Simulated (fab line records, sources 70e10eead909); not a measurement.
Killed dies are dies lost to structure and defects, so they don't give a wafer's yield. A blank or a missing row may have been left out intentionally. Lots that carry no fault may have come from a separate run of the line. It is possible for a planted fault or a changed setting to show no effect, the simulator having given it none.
fab line records	flow nand-harc
record: lots: 13	wafers: 38	last-day: 34
route steps=1302 shown P_GATE@209 P_CONTACT@218 END@1302
lots that met no fault: from a run of the same line without faults
start-h: the number of hours between the record's first day and the start of the first shown wafer of the lot	wait-h: hours since the lot's step before	" unchanged from the row above	L1.1+2: one row covering several wafers at once	- value missing, or start not given	* or withheld: withheld	< > ~ a bound
route shown NAME@n: names a module that has steps shown in the file, with the first one's number in the route	usual: mean and standard deviation over wafers with no fault	same: alike in all rows	chamber/n: place in a boat	sites: the reading at each site	_std_site: standard deviation of those values	_edge_site: inner sites' mean taken away from outer sites' mean	radius-mm: for every site, how far away it sits from the centre of the wafer	mask NAME#n: copy n	behind: tool/chamber where the wafer was last shaped	hold: why the lot was held/for how many hours/how that ended	device: whichever transistor did not switch (one of n, p or np)	end of line: the route-end tests of the same wafers	where a step has no rows: the recipe by itself	killed: dies that structure and defects cost at the first sort, which is not the same as the wafer's yield	map: per-die view of a wafer (x killed, . not killed, _ where there is no die)
set.NAME: the setting as run; set.NAME@STEP: as run at that earlier step	model.NAME: the simulator's own value behind a step, which no gauge read
one table for each step of the route and one row for each wafer, over a sample of lots
services: the hour from which a tool's chamber was out of use, counted from the record's first day as start-h (under 0 if before that day), plus the number of hours and why
== steps ==
step: NHARC_P_GATE_DEGAS_109
recipe: temp-c: 300	time-s: 60
usual: heater-power-w: 472/50	susceptor-temp-C: 300.00/0.19
lot.wafer	tool	chamber	start-h	wait-h	heater-power-w	susceptor-temp-C
L354.3	pvd-sputter-02	-	125.29	0.1	426	300.08
L354.5	"	-	"	"	532	300.17
L354.6	"	-	"	"	427	300.15
L355.3	pvd-sputter-03	-	134.83	0.1	543	299.82
L355.5	"	-	"	"	466	299.82
L355.6	"	-	"	"	478	299.92
L357.4	pvd-sputter-01	-	151.18	0.1	448	299.74
L357.6	"	-	"	"	447	299.76
L357.5	"	-	"	"	450	300.17
L359.1	pvd-sputter-01	-	177.73	0.1	481	299.95
L359.3	"	-	"	"	362	300.03
L359.5	"	-	"	"	455	300.30
L361.1	pvd-sputter-03	-	197.28	0.1	528	300.00
L361.3	"	-	"	"	487	299.95
L361.5	"	-	"	"	492	299.75
L362.2	pvd-sputter-03	-	215.14	0.1	568	300.00
L362.5	"	-	"	"	563	299.78
L362.6	"	-	"	"	519	299.85
L365.2	pvd-sputter-02	-	231.33	0.1	486	299.71
L365.5	"	-	"	"	423	299.95
L365.6	"	-	"	"	488	300.02
L366.1	pvd-sputter-01	-	241.15	0.1	463	299.79
L366.2	"	-	"	"	376	300.15
L368.3	pvd-sputter-02	-	259.14	0.1	432	299.78
L368.2	"	-	"	"	487	300.03
L368.6	"	-	"	"	540	300.10
L373.1	pvd-sputter-03	-	322.02	0.1	573	299.96
L373.3	"	-	"	"	526	300.40
L373.5	"	-	"	"	577	299.85
L374.3	pvd-sputter-02	-	323.14	0.1	561	-
L374.2	"	-	"	"	422	-
L374.1	"	-	"	"	488	-
L375.4	pvd-sputter-02	-	333.46	0.1	433	300.06
L375.1	"	-	"	"	498	300.23
L375.3	"	-	"	"	436	299.96
L376.2	pvd-sputter-02	-	352.14	0.1	418	300.13
L376.5	"	-	"	"	428	300.02
L376.6	"	-	"	"	494	299.99
step: NHARC_P_CONTACT_DEP_00
recipe: target-thk-a: 5000	temp-c: 400	pressure-torr: 6.5	rf-w: 900	teos-flow-sccm: 161.4	flow-sccm: 2650	target-thk-nm: 500	gas: O2	material: SiO2
usual: heater-power-outer-w: 295/68	heater-power-w: 529/90	susceptor-temp-C: 400.02/0.21	throttle-valve-pct: 16.3/0.35
lot.wafer	tool	chamber	start-h	wait-h	heater-power-outer-w	heater-power-w	susceptor-temp-C	throttle-valve-pct
L354.3	pecvd-01	2	-	-	310	562	400.22	16.7
L354.5	"	2	"	"	211	422	400.07	16.5
L354.6	"	0	"	"	319	566	399.81	16.1
L355.3	pecvd-02	0	-	-	265	466	399.90	15.4
L355.5	"	0	"	"	302	503	399.84	15.8
L355.6	"	1	"	"	334	608	399.95	16.5
L357.4	pecvd-02	0	-	-	335	560	400.61	15.8
L357.5	"	1	"	"	297	542	400.10	16.8
L357.6	"	2	"	"	175	358	400.41	16.5
L359.1	pecvd-01	2	179.14	0.3	287	515	399.97	16.4
L359.3	"	2	"	"	292	539	400.09	16.6
L359.5	"	2	"	"	199	404	399.79	16.4
L361.3	pecvd-04	1	-	-	254	452	400.01	16.3
L361.1	"	0	"	"	435	745	400.17	16.4
L361.5	"	1	"	"	272	476	400.54	16.1
L362.2	pecvd-01	0	-	-	384	619	400.07	16.4
L362.6	"	0	"	"	402	643	400.11	16.4
L362.5	"	1	"	"	311	572	400.01	16.5
L365.2	pecvd-01	1	-	-	248	481	400.15	16.5
L365.6	"	0	"	"	355	576	400.14	16.3
L365.5	"	1	"	"	274	528	399.93	16.7
L366.1	pecvd-04	2	-	-	311	555	400.30	16.5
L366.2	"	0	"	"	380	647	400.32	16.5
L368.3	pecvd-02	0	-	-	267	486	399.97	15.2
L368.2	"	2	"	"	198	401	400.19	16.0
L368.6	"	2	"	"	115	283	399.69	16.0
L373.3	pecvd-02	0	-	-	340	576	400.00	15.5
L373.1	"	2	"	"	167	351	400.20	16.2
L373.5	"	2	"	"	181	369	399.95	15.9
L374.3	pecvd-01	2	-	-	278	504	399.98	16.4
L374.2	"	0	"	"	393	646	399.92	16.2
L374.1	"	1	"	"	242	490	400.01	16.9
L375.3	pecvd-01	0	-	-	311	557	399.93	16.0
L375.1	"	1	"	"	285	533	399.57	17.0
L375.4	"	0	"	"	344	586	399.77	15.9
L376.2	pecvd-02	2	-	-	128	301	400.33	16.3
L376.6	"	2	"	"	154	329	400.17	16.3
L376.5	"	0	"	"	324	557	399.92	15.2
step: NHARC_P_CONTACT_DEGAS_38
recipe: temp-c: 300	time-s: 60
usual: heater-power-w: 480/52	susceptor-temp-C: 299.98/0.2
lot.wafer	tool	chamber	start-h	wait-h	heater-power-w	susceptor-temp-C
L354.3	pvd-sputter-02	-	129.76	-	423	299.88
L354.6	"	-	"	"	418	299.69
L354.5	"	-	"	"	427	299.91
L355.3	pvd-sputter-02	-	139.18	-	478	300.41
L355.6	"	-	"	"	441	299.71
L355.5	"	-	"	"	478	300.41
L357.4	pvd-sputter-01	-	155.51	-	487	-
L357.6	"	-	"	"	438	-
L357.5	"	-	"	"	473	-
L359.3	pvd-sputter-03	-	182.35	-	478	-
L359.1	"	-	"	"	478	-
L359.5	"	-	"	"	520	-
L361.1	pvd-sputter-03	-	201.97	-	479	299.81
L361.3	"	-	"	"	577	300.03
L361.5	"	-	"	"	524	299.99
L362.2	pvd-sputter-01	-	219.52	-	457	299.97
L362.5	"	-	"	"	367	299.71
L362.6	"	-	"	"	455	299.80
L365.2	pvd-sputter-02	-	235.71	-	481	299.82
L365.5	"	-	"	"	423	299.83
L365.6	"	-	"	"	434	299.99
L366.1	pvd-sputter-02	-	245.52	-	534	299.93
L366.2	"	-	"	"	421	299.72
L368.2	pvd-sputter-02	-	263.39	-	420	299.85
L368.3	"	-	"	"	493	300.17
L368.6	"	-	"	"	485	300.07
L373.3	pvd-sputter-02	-	326.22	-	511	300.10
L373.1	"	-	"	"	555	300.18
L373.5	"	-	"	"	503	299.74
L374.3	pvd-sputter-03	-	327.34	-	488	300.15
L374.2	"	-	"	"	512	300.02
L374.1	"	-	"	"	490	299.83
L375.3	pvd-sputter-03	-	337.82	-	489	299.69
L375.4	"	-	"	"	470	299.62
L375.1	"	-	"	"	574	300.00
L376.2	pvd-sputter-02	-	356.48	-	432	-
L376.5	"	-	"	"	548	-
L376.6	"	-	"	"	432	-
step: NHARC_P_CONTACT_ALD_22
recipe: target-thk-a: 30	pulse-time-s: 1	ald-cycles: 150	temp-c: 450	material: TiN
usual: ald-cycles: 150/0	heater-power-outer-w: 682/54	heater-power-w: 1082/93	precursor-pulse-height-rel: 0.999/0.018	susceptor-temp-C: 450.00/0.25
lot.wafer	tool	chamber	start-h	wait-h	ald-cycles	heater-power-outer-w	heater-power-w	precursor-pulse-height-rel	susceptor-temp-C
L354.3	ald-metal-02	3	130.05	-	150	691	1094	0.974	449.84
L354.5	"	0	"	"	150	678	1063	1.017	449.88
L354.6	"	2	"	"	150	694	1082	0.989	450.43
L355.3	ald-metal-03	0	139.45	-	150	701	1066	0.995	450.01
L355.5	"	2	"	"	150	781	1312	1.012	449.68
L355.6	"	3	"	"	150	583	981	1.012	449.58
L357.4	ald-metal-02	0	155.77	-	150	675	1078	0.999	450.28
L357.5	"	3	"	"	150	685	1070	1.039	450.13
L357.6	"	0	"	"	150	685	1078	0.995	450.08
L359.1	ald-metal-01	0	182.58	-	150	659	1078	1.018	449.64
L359.3	"	1	"	"	150	630	987	1.008	449.88
L359.5	"	1	"	"	150	624	989	1.008	449.98
L361.3	ald-metal-02	2	202.22	-	150	670	1095	1.018	450.49
L361.1	"	0	"	"	150	689	1072	0.994	450.41
L361.5	"	1	"	"	150	640	992	1.016	449.96
L362.2	ald-metal-02	2	220.23	-	150	687	1059	0.982	449.82
L362.6	"	0	"	"	150	680	1069	0.997	450.03
L362.5	"	1	"	"	150	651	979	1.013	449.90
L365.2	ald-metal-03	0	235.93	-	150	706	1139	1.024	450.52
L365.6	"	0	"	"	150	695	1097	0.984	449.89
L365.5	"	1	"	"	150	681	1055	1.011	450.15
L366.2	ald-metal-02	3	245.76	-	72	702	1100	0.978	450.27
L366.1	"	1	"	"	72	632	989	0.971	449.63
L368.3	ald-metal-03	2	263.67	-	150	781	1342	1.003	450.04
L368.2	"	3	"	"	150	597	1011	0.996	449.90
L368.6	"	0	"	"	150	724	1111	0.991	450.30
L373.3	ald-metal-03	3	326.46	-	150	605	1005	0.983	450.03
L373.1	"	2	"	"	150	764	1319	1.017	449.80
L373.5	"	3	"	"	150	609	1013	1.022	450.29
L374.2	ald-metal-01	2	327.58	-	150	581	975	0.995	449.27
L374.3	"	0	"	"	150	689	1105	1.019	449.32
L374.1	"	1	"	"	150	638	984	0.955	449.69
L375.3	ald-metal-02	3	338.05	-	150	714	1091	1.022	450.01
L375.4	"	0	"	"	150	714	1086	0.994	450.27
L375.1	"	1	"	"	150	662	1008	0.990	450.34
L376.2	ald-metal-02	0	356.76	-	150	695	1086	1.022	449.93
L376.5	"	1	"	"	150	667	1033	0.998	449.85
L376.6	"	2	"	"	150	690	1101	0.996	450.09
step: NHARC_END_SORT_01
recipe: temp-c: 25
usual: killed-at-array: 55/19	killed-at-other: 0.9/1.4	killed-at-periphery: 3.8/2.9	killed-dies: 60/19	killed-open: 3.3/1.8	killed-short: 2.6/1.6
same: gross-dies: 677
lot.wafer	tool	chamber	start-h	wait-h	killed-at-array	killed-at-other	killed-at-periphery	killed-dies	killed-open	killed-short
L366.1	prober-02	0	698.39	2.5	55	1	621	677	3	4
L366.2	prober-02	0	699.17	2.8	48	0	629	677	3	2
killed by level:class
L366.1 P_CONTACT:area-ald=616 A_SLIT:chamber-film-flake=25 A_CHANNEL_HOLE_D2:chamber-film-flake=10 A_CHANNEL_HOLE_D1:chamber-film-flake=7 P_GATE:chamber-film-flake=3 A_CHANNEL_FILL_D1:chamber-film-flake=3 A_WL_FILL:chamber-film-flake=2 A_CONTACT:chamber-film-flake=2
L366.2 P_CONTACT:area-ald=624 A_SLIT:chamber-film-flake=24 A_CHANNEL_HOLE_D2:chamber-film-flake=10 A_CHANNEL_HOLE_D1:chamber-film-flake=4 P_GATE:chamber-film-flake=3 P_GATE:geometric-particle:open=2 A_STAIRCASE:chamber-film-flake=2 A_CONTACT:chamber-film-flake=2
== services ==
tool	chamber	start-h	hours	kind
pvd-sputter-02	-	104.00	10.0	pm
pecvd-02	-	120.87	0.7	repair
ald-metal-02	1	127.03	6.4	repair
pecvd-01	-	130.00	13.0	pm
pvd-sputter-03	-	141.66	11.8	repair
ald-metal-02	3	158.36	5.0	repair
pecvd-01	1	159.98	32.9	repair
pvd-sputter-03	-	170.00	10.0	pm
pecvd-02	-	188.04	0.7	repair
pvd-sputter-02	-	195.39	2.0	repair
pecvd-01	1	201.88	6.4	repair
pvd-sputter-02	-	217.84	1.8	repair
pvd-sputter-02	-	220.78	1.4	repair
pecvd-02	-	227.00	13.0	pm
pvd-sputter-02	-	229.21	1.2	repair
ald-metal-02	0	237.02	14.5	repair
pvd-sputter-03	-	250.41	9.1	repair
ald-metal-02	-	254.00	10.0	pm
pecvd-01	-	255.51	1.1	repair
pvd-sputter-02	-	271.34	6.3	repair
pvd-sputter-02	-	282.00	10.0	pm
pecvd-01	-	311.00	13.0	pm
pecvd-02	2	329.30	8.8	repair
pvd-sputter-03	-	348.00	10.0	pm
== key ==
first-sign: step: NHARC_P_CONTACT_ALD_22	reading: ald-cycles	direction: down	sigmas: 99+	usual: 150	struck: 72
effect: step: NHARC_END_SORT_01	reading: killed-at-periphery	direction: up	sigmas: 99+	usual: 3.8	struck: 625
more-kills-born-at: NHARC_P_CONTACT_ALD_22@ald-metal-02: 1240
met-at NHARC_P_CONTACT_ALD_22
struck-lots L366
struck-wafers L366.1,L366.2
later-rows-left-out L366.1,L366.2
tester-left-out L366
not-acting-at NHARC_P_GATE_DEGAS_109,NHARC_P_CONTACT_DEP_00,NHARC_P_CONTACT_DEGAS_38
onset-between 220.23 245.76
fault: kind: process-parameter-drift	tool: ald-metal-02	chamber: -	onset-h: 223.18	steps: NHARC_P_CONTACT_ALD_22	channel: ald-cycles	offset: -78	shape: step	end-h: 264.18	scope: struck-wafers-only	acts-in: these-recipes-only	stated: 150
tester-left-out: of these lots the tester's yield and bins aren't shown, on N5 and GAA mostly nor the transistor test; their killed dies are dies lost to structure and defects alone, not to doping, threshold or leakage, so they don't give the yield
later-rows-left-out: the simulator's readings of these wafers behind a module that went badly wrong aren't trusted and aren't shown, but for the sort
